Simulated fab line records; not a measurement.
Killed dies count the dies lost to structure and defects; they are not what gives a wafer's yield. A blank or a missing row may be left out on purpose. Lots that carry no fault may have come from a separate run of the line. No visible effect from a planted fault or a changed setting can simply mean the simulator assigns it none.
Which tool did it?    flow n5Finfet    Sampling: 10 lots, 28 wafers, 6 of 1938 route steps

== WHAT THE GAUGES SHOWED, per wafer ==
N5_BEOL_M4_RC_MEAS_101. Usual: DIBL_N 36.3 mV/V, standard deviation 1.6; DIBL_P 36.5 mV/V, standard deviation 1.6; IOFF_N 0.163 nA/um, standard deviation 0.026; IOFF_P 0.22 nA/um, standard deviation 0.033; ION_N 676 uA/um, standard deviation 9.9; ION_P 464 uA/um, standard deviation 6.5; SS_N 71.5 mV/dec, standard deviation 0.5; SS_P 73.3 mV/dec, standard deviation 0.64; VT_N 249.3 mV, standard deviation 2.9; VT_P -250 mV, standard deviation 3.2.
lot   measured      on         DIBL_N (mV/V)   DIBL_P (mV/V)   IOFF_N (nA/um)     IOFF_P (nA/um)  ION_N (uA/um)  ION_P (uA/um)  SS_N (mV/dec)   SS_P (mV/dec)   VT_N (mV)          VT_P (mV)       flag
L629  day 9 08:10   prober-01  34.8 33.5 34.9  36.6 34.8 36.3  0.169 0.140 0.165  0.20 0.17 0.20  691 672 692    466 467 471    71.5 71.0 70.9  73.7 72.9 74.6  249.6 250.4 247.7  -250 -251 -251  
L628  day 9 08:17   prober-02  36.5 38.0 35.6  35.4 37.1 34.9  0.157 0.188 0.149  0.23 0.26 0.22  674 685 695    461 476 479    72.0 72.2 71.3  72.8 73.8 73.0  251.4 244.5 246.2  -249 -245 -246  
L631  day 9 16:22   prober-02  36.9 37.0 35.6  37.9 38.1 36.5  0.179 0.182 0.160  0.22 0.22 0.20  673 688 697    463 466 464    71.6 71.7 70.8  74.8 73.9 74.3  245.1 246.4 248.8  -251 -250 -253  
L633  day 10 08:52  prober-01  39.4 35.7 37.3  38.9 35.8 36.8  0.212 0.142 0.167  0.32 0.25 0.27  686 662 666    472 470 473    71.8 70.8 72.1  74.2 73.1 73.3  244.7 251.3 248.1  -242 -244 -246  
L635  day 10 18:48  prober-02  38.9 39.4 39.1  37.9 38.2 37.9  0.218 0.235 0.222  0.28 0.28 0.28  683 689 696    474 469 473    72.0 72.1 72.5  73.7 74.2 73.8  246.9 242.8 244.2  -247 -246 -245  
L636  day 11 14:51  prober-02  36.0 35.3       36.5 35.6       0.165 0.152        0.22 0.21       677 667        463 458        70.5 71.2       73.2 73.4       250.0 250.9        -248 -249       
L638  day 11 20:50  prober-01  37.5 34.1       35.6 32.7       0.161 0.115        0.20 0.16       663 668        456 463        71.9 70.8       73.3 72.8       252.3 254.0        -250 -252       
L644  day 12 18:37  prober-01  37.5 35.4 36.4  35.8 34.7 35.1  0.166 0.140 0.143  0.21 0.20 0.20  678 668 668    463 462 460    71.2 71.3 71.1  73.0 72.8 72.6  249.6 248.2 247.9  -249 -251 -252  
L646  day 13 16:11  prober-01  38.4 35.0 35.9  42.3 37.9 38.6  0.213 0.145 0.164  0.29 0.21 0.23  685 680 682    470 470 471    72.8 70.8 71.5  74.2 72.1 72.9  246.6 248.1 250.8  -245 -250 -249  
L648  day 14 04:17  prober-01  36.0 34.9 35.7  37.1 35.2 36.3  0.169 0.145 0.164  0.22 0.19 0.22  669 662 672    465 456 462    71.8 71.6 71.7  73.4 73.5 73.8  249.5 252.3 250.3  -250 -251 -248  

N5_BEOL_M5_THK_MEAS_01. Usual: M5_ILD_THK typically reads 121.2 nm, with standard deviation 1.5.
lot   measured      on            M5_ILD_THK (nm)    flag
L629  day 9 09:42   filmMetro-02  121.1 121.1 121.5  
L628  day 9 09:49   filmMetro-01  119.6 119.3 122.9  
L631  day 9 17:46   filmMetro-02  120.4 121.0 124.1  
L633  day 10 10:25  filmMetro-01  120.6 121.8 122.9  
L635  day 10 20:11  filmMetro-01  120.7 123.2 121.4  
L636  day 11 15:59  filmMetro-02  124.1 195.1        OFF
L638  day 11 22:23  filmMetro-01  189.3 121.4        OFF
L644  day 12 20:10  filmMetro-01  121.9 120.7 120.8  
L646  day 13 17:43  filmMetro-01  121.0 122.7 122.2  
L648  day 14 05:49  filmMetro-01  120.4 120.2 122.1  

== WHICH TOOL RAN EACH LOT (tool, then ch and the chambers of the sampled wafers, then the start) ==
lot   N5_BEOL_M4_SPUTTER_96        N5_BEOL_M4_ANNEAL_51             N5_BEOL_M4_DEP_57                N5_BEOL_M5_ILD_DEP_00
L629  pvdSputter-02, day 9 07:04   rtpAnneal-02 ch 0, day 9 07:16   pecvd-03 ch 0,1, day 9 08:02     pecvd-04 ch 1,2, day 9 09:07
L628  pvdSputter-01, day 9 07:06   rtpAnneal-01 ch 0, day 9 07:19   pecvd-01 ch 1,2, day 9 08:06     pecvd-01 ch 0,1, day 9 09:14
L631  pvdSputter-02, day 9 14:58   rtpAnneal-02 ch 0, day 9 15:13   pecvd-03 ch 0,1, day 9 16:05     pecvd-01 ch 1,2, day 9 17:11
L633  pvdSputter-01, day 10 07:25  rtpAnneal-02 ch 0, day 10 07:39  pecvd-03 ch 0, day 10 08:27      pecvd-04 ch 0,1, day 10 09:50
L635  pvdSputter-01, day 10 17:32  rtpAnneal-01 ch 0, day 10 17:47  pecvd-03 ch 0,1, day 10 18:31    pecvd-04 ch 0,2, day 10 19:36
L636  pvdSputter-03, day 11 13:01  rtpAnneal-01 ch 0, day 11 13:29  pecvd-03 ch 0,1, day 11 14:17    pecvd-04 ch 0,2, day 11 15:23
L638  pvdSputter-02, day 11 19:35  rtpAnneal-02 ch 0, day 11 19:56  pecvd-02 ch 0,2, day 11 20:43    pecvd-04 ch 0,1, day 11 21:49
L644  pvdSputter-03, day 12 17:31  rtpAnneal-01 ch 0, day 12 17:43  pecvd-02 ch 0,1,2, day 12 18:29  pecvd-01 ch 0,1,2, day 12 19:34
L646  pvdSputter-03, day 13 14:16  rtpAnneal-01 ch 0, day 13 14:40  pecvd-01 ch 0,1, day 13 16:04    pecvd-01 ch 1,2, day 13 17:09
L648  pvdSputter-01, day 14 03:11  rtpAnneal-01 ch 0, day 14 03:23  pecvd-02 ch 0,1, day 14 04:10    pecvd-04 ch 0,1, day 14 05:15
- N5_BEOL_M4_SPUTTER_96: material Cu, target thk 4.5 nm, time 8.29 s.
- N5_BEOL_M4_ANNEAL_51: time 90 s.
- N5_BEOL_M4_DEP_57: deposits SiCN from 3MS/NH3, target thk 8 nm, time 14 s.
- N5_BEOL_M5_ILD_DEP_00: deposits SiCOH lowk from DEMS/porogen, target thk 140.64 nm, time 25.9 s.

== WHAT THE TOOLS THEMSELVES READ (means of the sampled wafers that have a number; where no wafer has one, the mark that the record gives instead) ==
N5_BEOL_M4_SPUTTER_96. Usual: chuckGasFlowSccm 1.26 sccm, standard deviation 0.055; throttleValvePct 30.1 %, standard deviation 0.99.
lot   tool           chuckGasFlowSccm (sccm)  throttleValvePct (%)  flag
L629  pvdSputter-02  1.29                     30.4                  
L628  pvdSputter-01  1.31                     30.3                  
L631  pvdSputter-02  1.25                     29.6                  
L633  pvdSputter-01  1.28                     29.7                  
L635  pvdSputter-01  1.29                     29.6                  
L636  pvdSputter-03  1.27                     29.6                  
L638  pvdSputter-02  1.24                     29.4                  
L644  pvdSputter-03  1.27                     30.1                  
L646  pvdSputter-03  1.26                     29.6                  
L648  pvdSputter-01  1.33                     29.5                  

N5_BEOL_M4_ANNEAL_51. Usual: annealTempCMax 226.5, standard deviation 0.63; wafer_temp_C_max 225.8, standard deviation 0.32.
lot   tool          annealTempCMax  wafer_temp_C_max  flag
L629  rtpAnneal-02  225.6           226.2             
L628  rtpAnneal-01  226.6           225.8             
L631  rtpAnneal-02  225.8           226.1             
L633  rtpAnneal-02  225.6           225.9             
L635  rtpAnneal-01  226.8           225.7             
L636  rtpAnneal-01  227.3           225.8             
L638  rtpAnneal-02  225.9           226.1             
L644  rtpAnneal-01  227.2           225.8             
L646  rtpAnneal-01  227.0           225.8             
L648  rtpAnneal-01  226.7           225.7             

N5_BEOL_M4_DEP_57. Usual: showerheadPlenumPTorr 3.666 Torr, standard deviation 0.0097; throttleValvePct 9.1 %, standard deviation 0.51.
lot   tool      showerheadPlenumPTorr (Torr)  throttleValvePct (%)  flag
L629  pecvd-03  3.676                         9.2                   
L628  pecvd-01  3.665                         8.8                   
L631  pecvd-03  3.669                         9.2                   
L633  pecvd-03  3.669                         8.9                   
L635  pecvd-03  3.672                         9.6                   
L636  pecvd-03  3.675                         9.3                   
L638  pecvd-02  3.654                         9.8                   
L644  pecvd-02  3.652                         9.6                   
L646  pecvd-01  3.672                         9.1                   
L648  pecvd-02  3.653                         10.0                  

N5_BEOL_M5_ILD_DEP_00. Usual: heaterPowerW 320 W, standard deviation 56; showerheadPlenumPTorr 5.737 Torr, standard deviation 0.012; throttleValvePct 14.0 %, standard deviation 0.95.
lot   tool      heaterPowerW (W)  showerheadPlenumPTorr (Torr)  throttleValvePct (%)  flag
L629  pecvd-04  296               5.738                         13.3                  
L628  pecvd-01  281               5.751                         13.9                  
L631  pecvd-01  371               5.743                         13.7                  
L633  pecvd-04  337               5.742                         14.8                  
L635  pecvd-04  274               5.739                         14.1                  
L636  pecvd-04  314               5.736                         14.5                  
L638  pecvd-04  349               5.743                         14.7                  
L644  pecvd-01  349               5.743                         13.8                  
L646  pecvd-01  352               5.739                         13.9                  
L648  pecvd-04  308               5.753                         14.8                  

== THE ANSWER, worked out from the rows above alone ==
Rule: a lot is off if the mean of its wafers that have a number lies more than 3 standard deviations from the usual mean. Also off: a lot with no number at a reading for which 4 or more lots have one. Any other lot the step has rows for is counted as sound. Order of review: gauges by route order, followed by the tools' own readings, for which a lot's mean as printed above is used. The first step at which some lot is off is used, and at that step the reading that is off furthest; a lot without a number counts as furthest.
Off: L636, L638, seen at N5_BEOL_M5_THK_MEAS_01 (M5_ILD_THK).
If a tool, at a process step before that reading, ran all the lots that are off and no sound lot after the first of them, it fits. The gauges at N5_BEOL_M5_THK_MEAS_01 are tried like those tools. Of those tried, none fits.

== WHAT THE SIMULATOR PUT IN ==
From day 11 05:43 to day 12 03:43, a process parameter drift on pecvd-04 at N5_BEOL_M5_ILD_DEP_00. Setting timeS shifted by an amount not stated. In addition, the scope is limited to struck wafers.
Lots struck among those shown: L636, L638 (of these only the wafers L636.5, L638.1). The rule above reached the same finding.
